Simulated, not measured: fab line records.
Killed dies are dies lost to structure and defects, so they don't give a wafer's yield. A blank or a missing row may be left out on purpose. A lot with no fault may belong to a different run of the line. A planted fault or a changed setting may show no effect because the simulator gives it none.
Which tool did it?    flow n5_finfet    9 lots, 27 wafers sampled, at 5 steps of a route of 1938

WHAT EACH GAUGE READ, for each wafer
N5_BEOL_M12_THK_MEAS_01. Usual: M12_ILD_THK gives 658 nm (standard deviation 8.2).
lot   measured      on             M12_ILD_THK (nm)  flag
L544  day 11 14:07  film_metro-02  651 666 668       
L545  day 11 22:44  film_metro-02  650 660 665       
L547  day 13 01:38  film_metro-01  660 675 669       
L551  day 13 14:56  film_metro-02  652 648 663       
L550  day 13 22:27  film_metro-02  647 645 652       
L555  day 14 09:51  film_metro-01  642 657 653       
L561  day 16 17:29  film_metro-01  657 758 772       OFF
L564  day 16 20:47  film_metro-02  648 661 658       
L566  day 18 01:49  film_metro-02  659 667 665       

WHAT TOOL EACH LOT RAN ON (gives the tool, then ch and the chambers of the sampled wafers, and finally the start)
lot   N5_BEOL_M11_TRENCH_ETCH_37                     N5_BEOL_M11_STRIP_77                           N5_BEOL_M11_DEP_56               N5_BEOL_M12_ILD_DEP_00
L544  rie_diel-01 ch 0,3, day 11 13:52 or earlier    rie_diel-01 ch 0,3, day 11 13:52 or earlier    pecvd-03 ch 0,1,2, day 11 13:52  pecvd-04 ch 0,1,2, day 11 13:59
L545  rie_diel-03 ch 0,1,2, day 11 22:29 or earlier  rie_diel-03 ch 0,1,2, day 11 22:29 or earlier  pecvd-04 ch 0,1, day 11 22:29    pecvd-01 ch 1,2, day 11 22:36
L547  rie_diel-03 ch 1,2, day 13 01:22 or earlier    rie_diel-03 ch 1,2, day 13 01:22 or earlier    pecvd-04 ch 0,1, day 13 01:22    pecvd-04 ch 0,2, day 13 01:30
L551  rie_diel-06 ch 0,2, day 13 14:40 or earlier    rie_diel-06 ch 0,2, day 13 14:40 or earlier    pecvd-01 ch 0,1, day 13 14:40    pecvd-02 ch 1,2, day 13 14:49
L550  rie_diel-06 ch 0,2, day 13 22:12 or earlier    rie_diel-06 ch 0,2, day 13 22:12 or earlier    pecvd-03 ch 0,1, day 13 22:12    pecvd-01 ch 0,1,2, day 13 22:19
L555  rie_diel-03 ch 0,2,3, day 14 09:35 or earlier  rie_diel-03 ch 0,2,3, day 14 09:35 or earlier  pecvd-03 ch 0,1, day 14 09:35    pecvd-01 ch 1,2, day 14 09:43
L561  rie_diel-06 ch 2,3, day 16 17:14 or earlier    rie_diel-06 ch 2,3, day 16 17:14 or earlier    pecvd-01 ch 1,2, day 16 17:14    pecvd-04 ch 1,2, day 16 17:22
L564  rie_diel-06 ch 0,1, day 16 20:32 or earlier    rie_diel-06 ch 0,1, day 16 20:32 or earlier    pecvd-03 ch 0,1, day 16 20:32    pecvd-01 ch 0,1,2, day 16 20:40
L566  rie_diel-03 ch 2,3, day 18 01:34 or earlier    rie_diel-03 ch 2,3, day 18 01:34 or earlier    pecvd-03 ch 0,1,2, day 18 01:34  pecvd-02 ch 0,1, day 18 01:41
- N5_BEOL_M11_TRENCH_ETCH_37: etches SiCOH lowk in C4F6/O2, target depth 148.83 nm, time 48 s.
- N5_BEOL_M11_STRIP_77: strips in N2/H2, time 10 s.
- N5_BEOL_M11_DEP_56: deposits SiCN from 3MS/NH3, target thk 30 nm, time 10.5 s.
- N5_BEOL_M12_ILD_DEP_00: deposits SiOC from DEMS/O2, target thk 658.92 nm, time 130.7 s.

AS READ BY THE TOOLS THEMSELVES (means over the sampled wafers that have a number; for cases with no such wafer, the mark the record gives instead)
N5_BEOL_M11_TRENCH_ETCH_37. Usual: drypump_motor_current_A 5.5 A, standard deviation 0.32; oes_product_au 0.80 a.u., standard deviation 0.086; rf_vpp_V 668 V, standard deviation 6.1; showerhead_plenum_p_Torr 2.85 Torr, standard deviation 0.094; throttle_valve_pct 20.82 %, standard deviation 0.23.
lot   tool         drypump_motor_current_A (A)  oes_product_au (a.u.)  rf_vpp_V (V)  showerhead_plenum_p_Torr (Torr)  throttle_valve_pct (%)  flag
L544  rie_diel-01  5.5                          0.77                   665           2.79                             20.85                   
L545  rie_diel-03  5.4                          0.73                   660           2.76                             21.02                   
L547  rie_diel-03  5.3                          0.73                   668           2.77                             21.27                   
L551  rie_diel-06  5.8                          0.79                   673           2.93                             20.63                   
L550  rie_diel-06  5.8                          0.79                   673           2.93                             20.64                   
L555  rie_diel-03  5.5                          0.79                   663           2.81                             21.08                   
L561  rie_diel-06  5.4                          0.87                   668           3.00                             20.61                   
L564  rie_diel-06  5.7                          0.81                   670           2.87                             20.70                   
L566  rie_diel-03  5.4                          0.75                   670           2.81                             21.36                   

N5_BEOL_M11_STRIP_77. Usual: drypump_motor_current_A 5.5 A, standard deviation 0.33; oes_product_au 0.80 a.u., standard deviation 0.09; rf_vpp_V 59.3 V, standard deviation 0.87; showerhead_plenum_p_Torr 2.54 Torr, standard deviation 0.095; throttle_valve_pct 23.62 %, standard deviation 0.24.
lot   tool         drypump_motor_current_A (A)  oes_product_au (a.u.)  rf_vpp_V (V)  showerhead_plenum_p_Torr (Torr)  throttle_valve_pct (%)  flag
L544  rie_diel-01  5.5                          0.77                   59.3          2.49                             23.65                   
L545  rie_diel-03  5.4                          0.73                   57.9          2.45                             23.53                   
L547  rie_diel-03  5.3                          0.72                   58.5          2.45                             23.88                   
L551  rie_diel-06  5.8                          0.79                   59.9          2.63                             23.62                   
L550  rie_diel-06  5.8                          0.79                   59.1          2.63                             23.62                   
L555  rie_diel-03  5.5                          0.78                   59.8          2.50                             23.72                   
L561  rie_diel-06  5.4                          0.87                   60.1          2.69                             23.61                   
L564  rie_diel-06  5.6                          0.82                   59.7          2.55                             23.43                   
L566  rie_diel-03  5.4                          0.75                   59.2          2.49                             24.09                   

N5_BEOL_M11_DEP_56. Usual: chamber_pressure_Torr 3.000 Torr, standard deviation 0.0064; showerhead_plenum_p_Torr 4.164 Torr, standard deviation 0.016; showerhead_vpp_V 1603 V, standard deviation 110; throttle_valve_pct 18.5 %, standard deviation 1.3.
lot   tool      chamber_pressure_Torr (Torr)  showerhead_plenum_p_Torr (Torr)  showerhead_vpp_V (V)  throttle_valve_pct (%)  flag
L544  pecvd-03  2.999                         4.154                            1663                  18.2                    
L545  pecvd-04  3.006                         4.173                            1608                  17.8                    
L547  pecvd-04  3.004                         4.165                            1608                  18.1                    
L551  pecvd-01  3.003                         4.161                            1577                  18.1                    
L550  pecvd-03  2.997                         4.169                            1782                  19.7                    
L555  pecvd-03  2.994                         4.169                            1785                  19.6                    
L561  pecvd-01  3.000                         4.163                            1593                  19.6                    
L564  pecvd-03  2.996                         4.171                            1716                  18.4                    
L566  pecvd-03  3.002                         4.171                            1673                  18.5                    

N5_BEOL_M12_ILD_DEP_00. Usual: for chamber_pressure_Torr, 5.000 Torr with a standard deviation of 0.01; for heater_power_outer_w, 234 W with a standard deviation of 45; for heater_power_w, 440 W with a standard deviation of 73; for run_length_s, 176.0 s with a standard deviation of 0.51; for showerhead_plenum_p_Torr, 5.699 Torr with a standard deviation of 0.017; for showerhead_vpp_V, 1360 V with a standard deviation of 65; for throttle_valve_pct, 12.1 % with a standard deviation of 0.75.
lot   tool      chamber_pressure_Torr (Torr)  heater_power_outer_w (W)  heater_power_w (W)  run_length_s (s)  showerhead_plenum_p_Torr (Torr)  showerhead_vpp_V (V)  throttle_valve_pct (%)  flag
L544  pecvd-04  4.998                         234                       440                 176.0             5.709                            1355                  12.0                    
L545  pecvd-01  4.999                         173                       354                 176.7             5.701                            1346                  12.8                    
L547  pecvd-04  4.998                         254                       469                 176.6             5.688                            1323                  11.6                    
L551  pecvd-02  5.008                         269                       490                 176.0             5.696                            1346                  12.6                    
L550  pecvd-01  5.004                         185                       368                 175.7             5.690                            1350                  12.3                    
L555  pecvd-01  4.997                         172                       348                 176.1             5.700                            1358                  12.9                    
L561  pecvd-04  4.995                         249                       456                 190.0             5.708                            1417                  12.3                    OFF
L564  pecvd-01  4.998                         181                       359                 176.0             5.700                            1346                  12.3                    
L566  pecvd-02  4.994                         209                       395                 175.7             5.685                            1395                  12.6                    

THE ANSWER, worked out from the rows above alone
Rule: a lot counts as off when the mean over its wafers that have a number is more than 3 standard deviations away from the usual mean. A lot without any number at a reading at which 4 lots or more have one is off too. Any other lot the step has rows for is counted as sound. First the gauges in route order, then the tools' own readings, where a lot's mean is used as printed above. The first step at which some lot is off is used, and at that step the reading that is off furthest; a lot without a number counts as furthest.
Off: at N5_BEOL_M12_THK_MEAS_01 (M12_ILD_THK), L561.
A tool fits if, at a process step before that reading, it ran every lot that is off, and no sound lot after the first of them. The gauges at N5_BEOL_M12_THK_MEAS_01 aren't tried: what is off there is off at N5_BEOL_M12_ILD_DEP_00 too, on other tools, and a gauge's error can't cause that. Because N5_BEOL_M11_TRENCH_ETCH_37 lacks a start for some lots, the hours and order of its lots are taken from N5_BEOL_M11_DEP_56. Because N5_BEOL_M11_STRIP_77 lacks a start for some lots, the hours and order of its lots are taken from N5_BEOL_M11_DEP_56. Can't be told from this: 2 tools fit, pecvd-01 at N5_BEOL_M11_DEP_56, pecvd-04 at N5_BEOL_M12_ILD_DEP_00.

WHAT HAD BEEN PUT IN BY THE SIMULATOR
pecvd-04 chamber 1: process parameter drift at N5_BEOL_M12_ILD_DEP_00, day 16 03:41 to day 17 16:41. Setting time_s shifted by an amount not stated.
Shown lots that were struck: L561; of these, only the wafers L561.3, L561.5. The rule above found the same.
